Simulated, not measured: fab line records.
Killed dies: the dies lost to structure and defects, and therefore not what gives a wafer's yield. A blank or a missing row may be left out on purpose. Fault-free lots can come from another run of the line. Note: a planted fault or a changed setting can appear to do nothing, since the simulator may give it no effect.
fab line records / flow nandHarc / part 2 of 2: steps 22 to 29 of 29
record lots=5 wafers=15 lastDay=30
route steps=1302 shown A_CHANNEL_HOLE_D2@603 A_CHANNEL_FILL_D2@610
lots with no fault: from the same line, run without faults
startH: hours from the record's first day to the start of the lot's first wafer shown / waitH: hours since the lot's step before / " the same as in the row above / L1.1+2: a single row standing in for several wafers / - either no value or no given start / * or withheld: withheld / < > ~ a bound
route shown NAME@n: NAME is a module with steps in the file, n the number in the route of the first one / usual: the fault-free wafers' mean and standard deviation / same: alike in all rows / chamber/n: place in a boat / sites: per-site readings / _std_site: standard deviation across them / _edge_site: the outer-site mean with the inner-site mean subtracted / radiusMm: how far each site lies from the wafer's centre / mask NAME#n: copy n / behind: the most recent tool/chamber to have shaped the wafer / hold: the reason the lot was held/the length of the hold in hours/how it ended / device: the transistor (n, p or np) that didn't switch / end of line: the same wafers' tests at the end of the route / a step without rows: its recipe alone / killed: dies that structure and defects cost at the first sort, which is not the same as the wafer's yield / map: a wafer's dies, marking killed ones x, the rest . and places with no die _
set.NAME: setting as actually run; set.NAME@STEP: the setting as run at that earlier step / model.NAME: the simulator's own value behind a step, which no gauge read
certain route steps with their lots: each step a table, each wafer a row
services: a tool's chamber out of use, with start hour (startH, from the record's first day; less than 0 if before it), hours out, and reason
## steps
# step NHARC_A_CHANNEL_FILL_D2_CVD_05
# recipe targetThkA=50 tempC=550 material=poly-Si
# usual spikeTcLowerC=548.9/1.3 tubeCenterTempC=550/0.05
lot.wafer=L074.3 tool=lpcvdPoly-01 chamber=0 startH=312.76 waitH=3.2 spikeTcLowerC=547.6 tubeCenterTempC=549.99
lot.wafer=L074.5 tool=lpcvdPoly-01 chamber=0 startH=312.76 waitH=3.2 spikeTcLowerC=547.0 tubeCenterTempC=549.89
lot.wafer=L074.6 tool=lpcvdPoly-01 chamber=0 startH=312.76 waitH=3.2 spikeTcLowerC=550.3 tubeCenterTempC=550.02
lot.wafer=L079.1 tool=lpcvdPoly-01 chamber=0 startH=377.57 waitH=2.3 spikeTcLowerC=548.7 tubeCenterTempC=549.94
lot.wafer=L079.3 tool=lpcvdPoly-01 chamber=0 startH=377.57 waitH=2.3 spikeTcLowerC=549.1 tubeCenterTempC=549.98
lot.wafer=L079.4 tool=lpcvdPoly-01 chamber=0 startH=377.57 waitH=2.3 spikeTcLowerC=548.0 tubeCenterTempC=549.97
lot.wafer=L081.1 tool=lpcvdPoly-01 chamber=0 startH=404.63 waitH=2.2 spikeTcLowerC=549.1 tubeCenterTempC=549.96
lot.wafer=L081.2 tool=lpcvdPoly-01 chamber=0 startH=404.63 waitH=2.2 spikeTcLowerC=547.6 tubeCenterTempC=550.01
lot.wafer=L081.5 tool=lpcvdPoly-01 chamber=0 startH=404.63 waitH=2.2 spikeTcLowerC=549.9 tubeCenterTempC=550.09
lot.wafer=L085.4 tool=lpcvdPoly-04 chamber=0 startH=432.75 waitH=2.4 spikeTcLowerC=548.4 tubeCenterTempC=549.93
lot.wafer=L085.5 tool=lpcvdPoly-04 chamber=0 startH=432.75 waitH=2.4 spikeTcLowerC=551.2 tubeCenterTempC=549.95
lot.wafer=L085.6 tool=lpcvdPoly-04 chamber=0 startH=432.75 waitH=2.4 spikeTcLowerC=548.4 tubeCenterTempC=550.12
lot.wafer=L088.1 tool=lpcvdPoly-04 chamber=0 startH=478.28 waitH=2.4 spikeTcLowerC=548.5 tubeCenterTempC=549.88
lot.wafer=L088.2 tool=lpcvdPoly-04 chamber=0 startH=478.28 waitH=2.4 spikeTcLowerC=548.3 tubeCenterTempC=549.99
lot.wafer=L088.3 tool=lpcvdPoly-04 chamber=0 startH=478.28 waitH=2.4 spikeTcLowerC=547.5 tubeCenterTempC=550
# step NHARC_A_CHANNEL_FILL_D2_ANNEAL_22
# recipe tempC=620 timeS=7200
# usual spikeTcLowerC=620.2/1.1 tubeCenterTempC=619.99/0.051
# same timeS=7200
lot.wafer=L074.3 tool=furnace-04 chamber=0 startH=320.53 waitH=5.9 spikeTcLowerC=619.1 tubeCenterTempC=619.91
lot.wafer=L074.5 tool=furnace-04 chamber=0 startH=320.53 waitH=5.9 spikeTcLowerC=618.9 tubeCenterTempC=619.92
lot.wafer=L074.6 tool=furnace-04 chamber=0 startH=320.53 waitH=5.9 spikeTcLowerC=618.3 tubeCenterTempC=619.99
lot.wafer=L079.1 tool=furnace-07 chamber=0 startH=382.84 waitH=3.4 spikeTcLowerC=620.7 tubeCenterTempC=619.93
lot.wafer=L079.3 tool=furnace-07 chamber=0 startH=382.84 waitH=3.4 spikeTcLowerC=621.3 tubeCenterTempC=619.96
lot.wafer=L079.4 tool=furnace-07 chamber=0 startH=382.84 waitH=3.4 spikeTcLowerC=620.2 tubeCenterTempC=620.06
lot.wafer=L081.1 tool=furnace-03 chamber=0 startH=409.41 waitH=2.9 spikeTcLowerC=620.7 tubeCenterTempC=620.04
lot.wafer=L081.2 tool=furnace-03 chamber=0 startH=409.41 waitH=2.9 spikeTcLowerC=618.4 tubeCenterTempC=619.97
lot.wafer=L081.5 tool=furnace-03 chamber=0 startH=409.41 waitH=2.9 spikeTcLowerC=619.2 tubeCenterTempC=620
lot.wafer=L085.4 tool=furnace-03 chamber=0 startH=437.52 waitH=2.9 spikeTcLowerC=618.7 tubeCenterTempC=619.98
lot.wafer=L085.5 tool=furnace-03 chamber=0 startH=437.52 waitH=2.9 spikeTcLowerC=619.7 tubeCenterTempC=619.99
lot.wafer=L085.6 tool=furnace-03 chamber=0 startH=437.52 waitH=2.9 spikeTcLowerC=620.3 tubeCenterTempC=620.06
lot.wafer=L088.1 tool=furnace-03 chamber=0 startH=483.06 waitH=2.9 spikeTcLowerC=620.5 tubeCenterTempC=619.97
lot.wafer=L088.2 tool=furnace-03 chamber=0 startH=483.06 waitH=2.9 spikeTcLowerC=620.7 tubeCenterTempC=620.01
lot.wafer=L088.3 tool=furnace-03 chamber=0 startH=483.06 waitH=2.9 spikeTcLowerC=620.0 tubeCenterTempC=619.93
# step NHARC_A_CHANNEL_FILL_D2_ALD_25
# recipe targetThkA=600 pulseTimeS=10 aldCycles=600 tempC=300 material=SiOx
# usual heaterPowerW=464/37 precursorPulseHeightRel=0.998/0.02
lot.wafer=L074.3 tool=aldHk-02 chamber=2 startH=325.85 waitH=1.3 heaterPowerW=476 precursorPulseHeightRel=1.028
lot.wafer=L074.6 tool=aldHk-02 chamber=0 startH=327.09 waitH=2.5 heaterPowerW=460 precursorPulseHeightRel=1.017
lot.wafer=L074.5 tool=aldHk-02 chamber=1 startH=327.09 waitH=2.5 heaterPowerW=530 precursorPulseHeightRel=1.003
lot.wafer=L079.4 tool=aldHk-04 chamber=0 startH=386.95 waitH=0.1 heaterPowerW=486 precursorPulseHeightRel=1.014
lot.wafer=L079.1 tool=aldHk-04 chamber=1 startH=386.95 waitH=0.1 heaterPowerW=499 precursorPulseHeightRel=0.980
lot.wafer=L079.3 tool=aldHk-04 chamber=2 startH=386.95 waitH=0.1 heaterPowerW=492 precursorPulseHeightRel=0.994
lot.wafer=L081.1 tool=aldHk-02 chamber=1 startH=413.58 waitH=0.1 heaterPowerW=508 precursorPulseHeightRel=1.007
lot.wafer=L081.2 tool=aldHk-02 chamber=0 startH=415.42 waitH=1.9 heaterPowerW=451 precursorPulseHeightRel=0.980
lot.wafer=L081.5 tool=aldHk-02 chamber=2 startH=416.65 waitH=3.2 heaterPowerW=468 precursorPulseHeightRel=1.021
lot.wafer=L085.4 tool=aldHk-01 chamber=2 startH=442.76 waitH=1.3 heaterPowerW=447 precursorPulseHeightRel=1.012
lot.wafer=L085.6 tool=aldHk-01 chamber=0 startH=443.98 waitH=2.5 heaterPowerW=380 precursorPulseHeightRel=0.978
lot.wafer=L085.5 tool=aldHk-01 chamber=1 startH=443.98 waitH=2.5 heaterPowerW=452 precursorPulseHeightRel=1.014
lot.wafer=L088.1 tool=aldHk-02 chamber=1 startH=487.22 waitH=0.1 heaterPowerW=509 precursorPulseHeightRel=1.007
lot.wafer=L088.3 tool=aldHk-02 chamber=2 startH=487.22 waitH=0.1 heaterPowerW=470 precursorPulseHeightRel=0.998
lot.wafer=L088.2 tool=aldHk-02 chamber=0 startH=489.08 waitH=1.9 heaterPowerW=448 precursorPulseHeightRel=1.023
# step NHARC_A_CHANNEL_FILL_D2_ETCHBACK_08
# recipe targetDepthA=2200 timeS=110 c4f8FlowSccm=20 arFlowSccm=withheld rfW=600 biasW=300 chemistry=C4F8
# usual chamberPressureMTorr=25.001/0.021 oesProductAu=0.97/0.033 rfVppV=439.3/2.5
# same timeS=110
lot.wafer=L074.3 tool=rieDiel-03 chamber=0 startH=- waitH=- chamberPressureMTorr=24.994 oesProductAu=0.92 rfHoursCounterH=0.5 rfVppV=439.3
lot.wafer=L074.5 tool=rieDiel-03 chamber=2 startH=- waitH=- chamberPressureMTorr=25.001 oesProductAu=0.92 rfHoursCounterH=- rfVppV=439.0
lot.wafer=L074.6 tool=rieDiel-03 chamber=0 startH=- waitH=- chamberPressureMTorr=25.019 oesProductAu=0.92 rfHoursCounterH=- rfVppV=438.3
lot.wafer=L079.1 tool=rieDiel-03 chamber=1 startH=- waitH=- chamberPressureMTorr=24.983 oesProductAu=0.94 rfHoursCounterH=1.9 rfVppV=436.8
lot.wafer=L079.4 tool=rieDiel-03 chamber=3 startH=- waitH=- chamberPressureMTorr=24.975 oesProductAu=0.93 rfHoursCounterH=1.7 rfVppV=438.3
lot.wafer=L079.3 tool=rieDiel-03 chamber=0 startH=- waitH=- chamberPressureMTorr=25.019 oesProductAu=0.91 rfHoursCounterH=1.9 rfVppV=440.2
lot.wafer=L081.2 tool=rieDiel-02 chamber=3 startH=- waitH=- chamberPressureMTorr=25.037 oesProductAu=1.01 rfHoursCounterH=0.4 rfVppV=442.1
lot.wafer=L081.1 tool=rieDiel-02 chamber=1 startH=- waitH=- chamberPressureMTorr=25.022 oesProductAu=0.99 rfHoursCounterH=0.4 rfVppV=437.5
lot.wafer=L081.5 tool=rieDiel-02 chamber=1 startH=- waitH=- chamberPressureMTorr=24.988 oesProductAu=0.98 rfHoursCounterH=- rfVppV=437.6
lot.wafer=L085.4 tool=rieDiel-02 chamber=3 startH=- waitH=- chamberPressureMTorr=25.016 oesProductAu=0.99 rfHoursCounterH=1.0 rfVppV=441.4
lot.wafer=L085.5 tool=rieDiel-02 chamber=2 startH=- waitH=- chamberPressureMTorr=24.985 oesProductAu=1.01 rfHoursCounterH=- rfVppV=440.0
lot.wafer=L085.6 tool=rieDiel-02 chamber=3 startH=- waitH=- chamberPressureMTorr=25.053 oesProductAu=1.01 rfHoursCounterH=- rfVppV=442.2
lot.wafer=L088.1 tool=rieDiel-02 chamber=2 startH=- waitH=- chamberPressureMTorr=24.996 oesProductAu=1.00 rfHoursCounterH=1.3 rfVppV=438.5
lot.wafer=L088.2 tool=rieDiel-02 chamber=3 startH=- waitH=- chamberPressureMTorr=24.976 oesProductAu=1.00 rfHoursCounterH=2.1 rfVppV=441.0
lot.wafer=L088.3 tool=rieDiel-02 chamber=1 startH=- waitH=- chamberPressureMTorr=24.995 oesProductAu=0.98 rfHoursCounterH=2.0 rfVppV=437.4
# step NHARC_A_CHANNEL_FILL_D2_STRIP_29
# recipe timeS=20 o2FlowSccm=500 arFlowSccm=0 biasW=0 chemistry=O2
# usual chamberPressureMTorr=60.00/0.059 drypumpMotorCurrentA=5.6/0.38 oesProductAu=1.002/0.012 rfVppV=57.5/0.94 showerheadPlenumPTorr=3.44/0.13 throttleValvePct=17.035/0.009
# same timeS=20
lot.wafer=L074.3 tool=rieDiel-03 chamber=2 startH=330.36 waitH=0.1 chamberPressureMTorr=60.02 drypumpMotorCurrentA=5.1 oesProductAu=1.009 rfHoursCounterH=0.6 rfVppV=57.6 showerheadPlenumPTorr=3.33 throttleValvePct=17.046
lot.wafer=L074.5 tool=rieDiel-03 chamber=1 startH=330.36 waitH=0.1 chamberPressureMTorr=60.02 drypumpMotorCurrentA=5.3 oesProductAu=1.015 rfHoursCounterH=- rfVppV=56.3 showerheadPlenumPTorr=3.30 throttleValvePct=17.029
lot.wafer=L074.6 tool=rieDiel-03 chamber=2 startH=330.36 waitH=0.1 chamberPressureMTorr=59.92 drypumpMotorCurrentA=5.1 oesProductAu=1.002 rfHoursCounterH=- rfVppV=59.4 showerheadPlenumPTorr=3.33 throttleValvePct=17.037
lot.wafer=L079.1 tool=rieDiel-03 chamber=1 startH=- waitH=- chamberPressureMTorr=59.97 drypumpMotorCurrentA=5.2 oesProductAu=1.007 rfHoursCounterH=2.0 rfVppV=55.8 showerheadPlenumPTorr=3.30 throttleValvePct=17.028
lot.wafer=L079.3 tool=rieDiel-03 chamber=2 startH=- waitH=- chamberPressureMTorr=60.01 drypumpMotorCurrentA=5.1 oesProductAu=1.029 rfHoursCounterH=2.1 rfVppV=58.7 showerheadPlenumPTorr=3.33 throttleValvePct=17.023
lot.wafer=L079.4 tool=rieDiel-03 chamber=3 startH=- waitH=- chamberPressureMTorr=60.05 drypumpMotorCurrentA=5.7 oesProductAu=0.995 rfHoursCounterH=1.7 rfVppV=57.2 showerheadPlenumPTorr=3.40 throttleValvePct=17.048
lot.wafer=L081.1 tool=rieDiel-02 chamber=3 startH=419.36 waitH=0.2 chamberPressureMTorr=60.00 drypumpMotorCurrentA=5.5 oesProductAu=0.995 rfHoursCounterH=0.5 rfVppV=58.2 showerheadPlenumPTorr=3.57 throttleValvePct=17.046
lot.wafer=L081.2 tool=rieDiel-02 chamber=1 startH=419.36 waitH=0.2 chamberPressureMTorr=60.03 drypumpMotorCurrentA=6.1 oesProductAu=0.987 rfHoursCounterH=0.5 rfVppV=55.1 showerheadPlenumPTorr=3.32 throttleValvePct=17.032
lot.wafer=L081.5 tool=rieDiel-02 chamber=1 startH=419.36 waitH=0.2 chamberPressureMTorr=60.09 drypumpMotorCurrentA=6.1 oesProductAu=0.980 rfHoursCounterH=- rfVppV=56.6 showerheadPlenumPTorr=3.32 throttleValvePct=17.033
lot.wafer=L085.4 tool=rieDiel-02 chamber=2 startH=- waitH=- chamberPressureMTorr=59.99 drypumpMotorCurrentA=5.4 oesProductAu=1.008 rfHoursCounterH=0.3 rfVppV=57.0 showerheadPlenumPTorr=3.42 throttleValvePct=17.053
lot.wafer=L085.5 tool=rieDiel-02 chamber=3 startH=- waitH=- chamberPressureMTorr=60.01 drypumpMotorCurrentA=5.6 oesProductAu=1.007 rfHoursCounterH=- rfVppV=58.0 showerheadPlenumPTorr=3.57 throttleValvePct=17.037
lot.wafer=L085.6 tool=rieDiel-02 chamber=0 startH=- waitH=- chamberPressureMTorr=60.00 drypumpMotorCurrentA=5.5 oesProductAu=1.008 rfHoursCounterH=- rfVppV=58.5 showerheadPlenumPTorr=3.65 throttleValvePct=17.036
lot.wafer=L088.2 tool=rieDiel-02 chamber=0 startH=- waitH=- chamberPressureMTorr=60.08 drypumpMotorCurrentA=5.5 oesProductAu=1.009 rfHoursCounterH=1.8 rfVppV=58.8 showerheadPlenumPTorr=3.65 throttleValvePct=17.050
lot.wafer=L088.3 tool=rieDiel-02 chamber=2 startH=- waitH=- chamberPressureMTorr=60.07 drypumpMotorCurrentA=5.4 oesProductAu=1.015 rfHoursCounterH=1.4 rfVppV=57.8 showerheadPlenumPTorr=3.42 throttleValvePct=17.040
lot.wafer=L088.1 tool=rieDiel-02 chamber=3 startH=- waitH=- chamberPressureMTorr=59.91 drypumpMotorCurrentA=5.6 oesProductAu=1.002 rfHoursCounterH=2.2 rfVppV=57.2 showerheadPlenumPTorr=3.57 throttleValvePct=17.035
# step NHARC_A_CHANNEL_FILL_D2_PRECLEAN_30
# recipe timeS=30 chemistry=dHF
# same timeS=30
lot.wafer=L074.3+6+5 tool=wetBench-06 chamber=5,0,2 startH=330.46 waitH=-
lot.wafer=L079.3+1+4 tool=wetBench-05 chamber=0,1,3 startH=392.70 waitH=-
lot.wafer=L081.1+2+5 tool=wetBench-09 chamber=5,6,0 startH=419.47 waitH=0.1
lot.wafer=L085.6+4+5 tool=wetBench-05 chamber=7,1,3 startH=447.32 waitH=-
lot.wafer=L088.3+2+1 tool=wetBench-05 chamber=5,7,0 startH=493.04 waitH=-
# step NHARC_A_CHANNEL_FILL_D2_SRD_31
lot.wafer=L074.3+6+5 tool=wetBench-06 chamber=5,0,2 startH=330.49 waitH=0.0
lot.wafer=L079.3+1+4 tool=wetBench-05 chamber=0,1,3 startH=392.72 waitH=0.0
lot.wafer=L081.1+2+5 tool=wetBench-09 chamber=5,6,0 startH=419.50 waitH=0.0
lot.wafer=L085.6+4+5 tool=wetBench-05 chamber=7,1,3 startH=447.35 waitH=0.0
lot.wafer=L088.3+2+1 tool=wetBench-05 chamber=5,7,0 startH=493.06 waitH=0.0
# step NHARC_A_CHANNEL_FILL_D2_CVD_09
# recipe targetThkA=1500 tempC=620 pressureMtorr=200 timeS=3000 material=poly-Si
# usual spikeTcLowerC=619.2/1.2 tubeCenterTempC=620/0.056
# same timeS=3000
lot.wafer=L074.3 tool=lpcvdPoly-04 chamber=0 startH=332.92 waitH=2.4 spikeTcLowerC=619.3 tubeCenterTempC=620.01
lot.wafer=L074.5 tool=lpcvdPoly-04 chamber=0 startH=332.92 waitH=2.4 spikeTcLowerC=619.4 tubeCenterTempC=619.97
lot.wafer=L074.6 tool=lpcvdPoly-04 chamber=0 startH=332.92 waitH=2.4 spikeTcLowerC=619.2 tubeCenterTempC=620
lot.wafer=L079.1 tool=lpcvdPoly-02 chamber=0 startH=395.06 waitH=2.3 spikeTcLowerC=619.8 tubeCenterTempC=620.09
lot.wafer=L079.3 tool=lpcvdPoly-02 chamber=0 startH=395.06 waitH=2.3 spikeTcLowerC=621.5 tubeCenterTempC=620.04
lot.wafer=L079.4 tool=lpcvdPoly-02 chamber=0 startH=395.06 waitH=2.3 spikeTcLowerC=619.5 tubeCenterTempC=619.98
lot.wafer=L081.1 tool=lpcvdPoly-01 chamber=0 startH=421.68 waitH=2.2 spikeTcLowerC=619.2 tubeCenterTempC=620
lot.wafer=L081.2 tool=lpcvdPoly-01 chamber=0 startH=421.68 waitH=2.2 spikeTcLowerC=619.3 tubeCenterTempC=620.13
lot.wafer=L081.5 tool=lpcvdPoly-01 chamber=0 startH=421.68 waitH=2.2 spikeTcLowerC=618.4 tubeCenterTempC=619.99
lot.wafer=L085.4 tool=lpcvdPoly-01 chamber=0 startH=449.80 waitH=2.4 spikeTcLowerC=619.4 tubeCenterTempC=619.96
lot.wafer=L085.5 tool=lpcvdPoly-01 chamber=0 startH=449.80 waitH=2.4 spikeTcLowerC=618.5 tubeCenterTempC=620.04
lot.wafer=L085.6 tool=lpcvdPoly-01 chamber=0 startH=449.80 waitH=2.4 spikeTcLowerC=618.1 tubeCenterTempC=620.02
lot.wafer=L088.1 tool=lpcvdPoly-01 chamber=0 startH=495.33 waitH=2.3 spikeTcLowerC=618.0 tubeCenterTempC=619.97
lot.wafer=L088.2 tool=lpcvdPoly-01 chamber=0 startH=495.33 waitH=2.3 spikeTcLowerC=620.1 tubeCenterTempC=620.02
lot.wafer=L088.3 tool=lpcvdPoly-01 chamber=0 startH=495.33 waitH=2.3 spikeTcLowerC=619.1 tubeCenterTempC=619.96
## services
tool=wetBench-05 chamber=- startH=260.80 hours=8.0 kind=pm
tool=rieDiel-05 chamber=0 startH=262.89 hours=11.6 kind=repair
tool=rieDiel-03 chamber=- startH=281.30 hours=9.0 kind=pm
tool=rieDiel-13 chamber=0 startH=283.41 hours=4.2 kind=repair
tool=wetBench-09 chamber=- startH=290.85 hours=0.7 kind=repair
tool=rieDiel-13 chamber=2 startH=294.65 hours=1.3 kind=repair
tool=rieDiel-03 chamber=- startH=296.61 hours=5.7 kind=repair
tool=furnace-03 chamber=- startH=296.63 hours=26.0 kind=pm
tool=rieDiel-13 chamber=2 startH=308.50 hours=5.5 kind=repair
tool=aldSinBatch-01 chamber=- startH=312.16 hours=2.8 kind=repair
tool=rieDiel-03 chamber=3 startH=323.72 hours=14.0 kind=repair
tool=rieDiel-02 chamber=1 startH=331.10 hours=1.5 kind=repair
tool=rieDiel-13 chamber=- startH=342.01 hours=9.0 kind=pm
tool=aldHk-02 chamber=- startH=350.31 hours=10.0 kind=pm
tool=wetBench-09 chamber=- startH=352.80 hours=8.0 kind=pm
tool=wetBench-06 chamber=- startH=369.60 hours=8.0 kind=pm
tool=rieDiel-13 chamber=0 startH=374.47 hours=11.8 kind=repair
tool=rieDiel-02 chamber=- startH=393.70 hours=9.0 kind=pm
tool=rieDiel-02 chamber=0 startH=410.35 hours=13.4 kind=repair
tool=rieDiel-03 chamber=1 startH=412.79 hours=3.3 kind=repair
tool=aldHk-04 chamber=- startH=433.76 hours=10.0 kind=pm
tool=wetBench-05 chamber=- startH=436.80 hours=8.0 kind=pm
tool=rieDiel-03 chamber=- startH=458.30 hours=9.0 kind=pm
tool=rieDiel-13 chamber=3 startH=487.95 hours=12.3 kind=repair
